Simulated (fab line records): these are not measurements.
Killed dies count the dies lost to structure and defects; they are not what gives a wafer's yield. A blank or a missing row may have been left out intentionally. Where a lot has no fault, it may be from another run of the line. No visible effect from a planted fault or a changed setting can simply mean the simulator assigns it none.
8D (eight disciplines) problem report, filled in by code ; flow n5Finfet ; the parts of the form that need people (team, actions taken, sign-off) are left out

1. PROBLEM STATEMENT
Wafers without a fault read 35, standard deviation 8.7; killed_at_M0_to_M3 at N5_PASSIVATION_PROBE_49 reads a mean of 96 on 2 wafers belonging to 2 lots. That puts it +7.0 standard deviations away from the usual mean.
Earliest sighting: wafer L802.6 on prober-01 at day 13 02:46. Wafers with a number at this step in the record: 9, from 3 lots. By rule, "out" or "out of limits" means more than 4 standard deviations away from the usual mean. The rest of the wafers with a number are treated as sound.

2. WHAT IT IS, AND WHAT IT ISN'T
question;is;is not
which readings at this step;killed_at_M0_to_M3, defectLimitedYield, killedDies, sort_bin_5_function, sortNPass, sortYieldPct;killed_at_M4_up, killedAtContacts, killedAtOther, killedOpen, killedShort
which lots;L802, L803;L812
which wafers of those lots;L802.6, L803.4;L802.4, L802.5, L803.1, L803.3
read on which tools;prober-01;prober-02
when;from day 13 02:46;"up to then (2 sound wafers); but 5 sound wafers of L803, L812 came after"

3. SUSPECTS, AND WHAT RULES EACH OUT
Counting: any tool at a process step up to the reading remains a suspect provided it ran every lot that is out. Sound lots after the first of them don't rule it out here, since some wafers of a struck lot are sound.
- rieDiel-02 at N5_BEOL_M0_STRIP_140 (strips in CF4): kept. It ran every lot that is out, first L802 (day 7 03:26).
- rieMetal-01 at N5_MIM_BOT_ETCH_ETCH_03 (etches the open film in Cl2/BCl3, target depth 12 nm): kept. It ran every lot that is out, first L802 (day 12 16:15).
- prober-01 at N5_PASSIVATION_PROBE_49: kept. It ran every lot that is out, first L802 (day 13 02:40). Its own readings are out on those wafers: defectLimitedYield, killed_at_M0_to_M3, killedDies, sort_bin_5_function, sortNPass, sortYieldPct.
- rieDiel-02, N5_BEOL_M0_STRIP_140: wafers that are out in chamber 2, sound lot-mates in chambers 0, 1, 3.
After the count, these remain: rieDiel-02 at N5_BEOL_M0_STRIP_140, rieMetal-01 at N5_MIM_BOT_ETCH_ETCH_03 and prober-01 at N5_PASSIVATION_PROBE_49.

4. THE CAUSE (what the simulator had put in)
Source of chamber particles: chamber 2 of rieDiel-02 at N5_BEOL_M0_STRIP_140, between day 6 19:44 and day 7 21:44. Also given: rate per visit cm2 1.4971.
This tool is one of the 3 suspects left after counting.

5. THE EFFECT CHAIN, in route order
Rows list readings where the struck wafers' mean (over those with a number) sits beyond 3 standard deviations from the usual. Scope: only readings with a usual standard deviation given in the record; hours: median across lots of the time from each lot's start at the first step in this table that gives one to its start at this step; sigmas: change in usual standard deviations.
hours;step;reading;usual;on struck wafers;change;sigmas
0;N5_PASSIVATION_PROBE_49;defectLimitedYield;91.1 %;84.6;-6.5;-4.6
0;N5_PASSIVATION_PROBE_49;killed_at_M0_to_M3;35;96;+60;+7.0
0;N5_PASSIVATION_PROBE_49;killedDies;105;182;+77;+4.8
0;N5_PASSIVATION_PROBE_49;killedOnRim;14;32;+18;+4.9
0;N5_PASSIVATION_PROBE_49;sort_bin_5_function;5.2 %;9.1;+3.9;+4.1
0;N5_PASSIVATION_PROBE_49;sortNPass;1075;998;-77;-4.8
0;N5_PASSIVATION_PROBE_49;sortYieldPct;91.1 %;84.6;-6.5;-4.6
Process steps it contains:
- N5_PASSIVATION_PROBE_49

6. HOW IT WOULD HAVE BEEN CAUGHT EARLIER
151 hours passed between the start of the fault at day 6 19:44 and the first reading out of limits in this record, taken at day 13 02:46.
An alarm limit of 4 standard deviations would not have fired on the tool readings at N5_BEOL_M0_STRIP_140 for which the record gives a usual standard deviation, since none of them was out on any struck wafer.
Lots out: 2; all had begun N5_BEOL_M0_STRIP_140 on rieDiel-02 by day 13 02:46. Holding the tool at that point would not have protected any of them.
